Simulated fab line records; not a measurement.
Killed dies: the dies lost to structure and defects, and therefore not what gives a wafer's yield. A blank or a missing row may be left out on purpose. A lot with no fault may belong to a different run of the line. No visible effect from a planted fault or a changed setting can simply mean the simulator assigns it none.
Split-lot experiment || flow n5 finfet || on a route of 1938 steps: 7 lots, 21 wafers read

THE SPLIT
At N5_BEOL_M3_ETCH_70 (etches SOC in N2/H2, target depth 80 nm, overetch 16 nm, time 120 s), the setting time s was moved away from the recipe's 120 s on 8 of the 21 wafers read, by -17.4% to +19.9%. All remaining wafers had this setting at the recipe value.

Reading taken at the split's own step.

THE READING
SiARC_of_BEOL_M3_COAT_68.thk nm (the simulator's own value, which no gauge read), in nm, at N5_BEOL_M3_ETCH_70 (etches SOC in N2/H2, target depth 80 nm, overetch 16 nm, time 120 s). There is no usual value for it anywhere in the file. Average 6.3 nm, standard deviation 0.23 nm, over the 13 wafers here run with the recipe.

{"wafer": "L080.2", "tool, chamber at the split": "rie diel-02, 1", "time s as run, s": 120, "against the recipe": "recipe", "SiARC_of_BEOL_M3_COAT_68.thk nm, nm": 6, "against lot-mates on the recipe": "-"}
{"wafer": "L080.3", "tool, chamber at the split": "rie diel-02, 0", "time s as run, s": 120, "against the recipe": "recipe", "SiARC_of_BEOL_M3_COAT_68.thk nm, nm": 6.2, "against lot-mates on the recipe": "-"}
{"wafer": "L080.6", "tool, chamber at the split": "rie diel-02, 0", "time s as run, s": 120, "against the recipe": "recipe", "SiARC_of_BEOL_M3_COAT_68.thk nm, nm": 6.2, "against lot-mates on the recipe": "-"}
{"wafer": "L083.4", "tool, chamber at the split": "rie diel-06, 3,1", "time s as run, s": 120, "against the recipe": "recipe", "SiARC_of_BEOL_M3_COAT_68.thk nm, nm": 6.2, "against lot-mates on the recipe": "-"}
{"wafer": "L083.5", "tool, chamber at the split": "rie diel-06, 3,1", "time s as run, s": 120, "against the recipe": "recipe", "SiARC_of_BEOL_M3_COAT_68.thk nm, nm": 6.2, "against lot-mates on the recipe": "-"}
{"wafer": "L083.6", "tool, chamber at the split": "rie diel-06, 2", "time s as run, s": 143.9, "against the recipe": "+19.9%", "SiARC_of_BEOL_M3_COAT_68.thk nm, nm": 5.2, "against lot-mates on the recipe": -1.0}
{"wafer": "L084.1", "tool, chamber at the split": "rie diel-01, 0,3", "time s as run, s": 120, "against the recipe": "recipe", "SiARC_of_BEOL_M3_COAT_68.thk nm, nm": 6.6, "against lot-mates on the recipe": "-"}
{"wafer": "L084.2", "tool, chamber at the split": "rie diel-01, 0,3", "time s as run, s": 120, "against the recipe": "recipe", "SiARC_of_BEOL_M3_COAT_68.thk nm, nm": 6.6, "against lot-mates on the recipe": "-"}
{"wafer": "L084.4", "tool, chamber at the split": "rie diel-01, 2", "time s as run, s": 120, "against the recipe": "recipe", "SiARC_of_BEOL_M3_COAT_68.thk nm, nm": 6.4, "against lot-mates on the recipe": "-"}
{"wafer": "L085.1", "tool, chamber at the split": "rie diel-02, 2", "time s as run, s": 126.9, "against the recipe": "+5.8%", "SiARC_of_BEOL_M3_COAT_68.thk nm, nm": 6, "against lot-mates on the recipe": -0.4}
{"wafer": "L085.3", "tool, chamber at the split": "rie diel-02, 0", "time s as run, s": 120, "against the recipe": "recipe", "SiARC_of_BEOL_M3_COAT_68.thk nm, nm": 6.4, "against lot-mates on the recipe": "-"}
{"wafer": "L085.4", "tool, chamber at the split": "rie diel-02, 3", "time s as run, s": 126.9, "against the recipe": "+5.8%", "SiARC_of_BEOL_M3_COAT_68.thk nm, nm": 6.2, "against lot-mates on the recipe": -0.2}
{"wafer": "L086.1", "tool, chamber at the split": "rie diel-02, 1", "time s as run, s": 120, "against the recipe": "recipe", "SiARC_of_BEOL_M3_COAT_68.thk nm, nm": 6, "against lot-mates on the recipe": "-"}
{"wafer": "L086.2", "tool, chamber at the split": "rie diel-02, 0", "time s as run, s": 99.13, "against the recipe": "-17.4%", "SiARC_of_BEOL_M3_COAT_68.thk nm, nm": 7.2, "against lot-mates on the recipe": "+1.1"}
{"wafer": "L086.5", "tool, chamber at the split": "rie diel-02, 0", "time s as run, s": 120, "against the recipe": "recipe", "SiARC_of_BEOL_M3_COAT_68.thk nm, nm": 6.2, "against lot-mates on the recipe": "-"}
{"wafer": "L088.3", "tool, chamber at the split": "rie diel-01, 1", "time s as run, s": 131, "against the recipe": "+9.2%", "SiARC_of_BEOL_M3_COAT_68.thk nm, nm": 5.8, "against lot-mates on the recipe": -0.6}
{"wafer": "L088.4", "tool, chamber at the split": "rie diel-01, 0", "time s as run, s": 131, "against the recipe": "+9.2%", "SiARC_of_BEOL_M3_COAT_68.thk nm, nm": 6.2, "against lot-mates on the recipe": -0.2}
{"wafer": "L088.6", "tool, chamber at the split": "rie diel-01, 1", "time s as run, s": 120, "against the recipe": "recipe", "SiARC_of_BEOL_M3_COAT_68.thk nm, nm": 6.4, "against lot-mates on the recipe": "-"}
{"wafer": "L092.2", "tool, chamber at the split": "rie diel-01, 0", "time s as run, s": 107.4, "against the recipe": "-10.5%", "SiARC_of_BEOL_M3_COAT_68.thk nm, nm": 7.2, "against lot-mates on the recipe": "+0.4"}
{"wafer": "L092.3", "tool, chamber at the split": "rie diel-01, 3", "time s as run, s": 120, "against the recipe": "recipe", "SiARC_of_BEOL_M3_COAT_68.thk nm, nm": 6.8, "against lot-mates on the recipe": "-"}
{"wafer": "L092.5", "tool, chamber at the split": "rie diel-01, 1", "time s as run, s": 107.4, "against the recipe": "-10.5%", "SiARC_of_BEOL_M3_COAT_68.thk nm, nm": 7, "against lot-mates on the recipe": "+0.2"}
Where a row lists several chambers, the file gives one row for several wafers and doesn't say which wafer went through which chamber.

THE FIT
A straight line over all 21 wafers: SiARC_of_BEOL_M3_COAT_68.thk nm changes by -0.0545 nm for each +1% of time s; r = -0.89; the points scatter about the line by 0.22 nm.
The same after taking each lot's own level away (the mean of its wafers on the recipe; 21 wafers): -0.0486 nm for each +1%; r = -0.94; scatter 0.14 nm.
According to that fit, moving time s by its largest amount changes the reading by 0.97 nm.
Across the lots, their own levels run from 6.10 to 6.80 nm, a range of 3.1 times the standard deviation given above.
Hence the slope depends on the lot-to-lot level, as the two fits are not the same.
Check: -0.959 nm against its lot-mates is what the line predicts for one of the wafers moved furthest among these (+19.9%) when that wafer is left out of the fit. Against them it came out at -1 nm.

FILE'S OWN FIT
SiARC_of_BEOL_M3_COAT_68.thk nm changes by -0.0514 nm for each +1% of time s, r = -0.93.
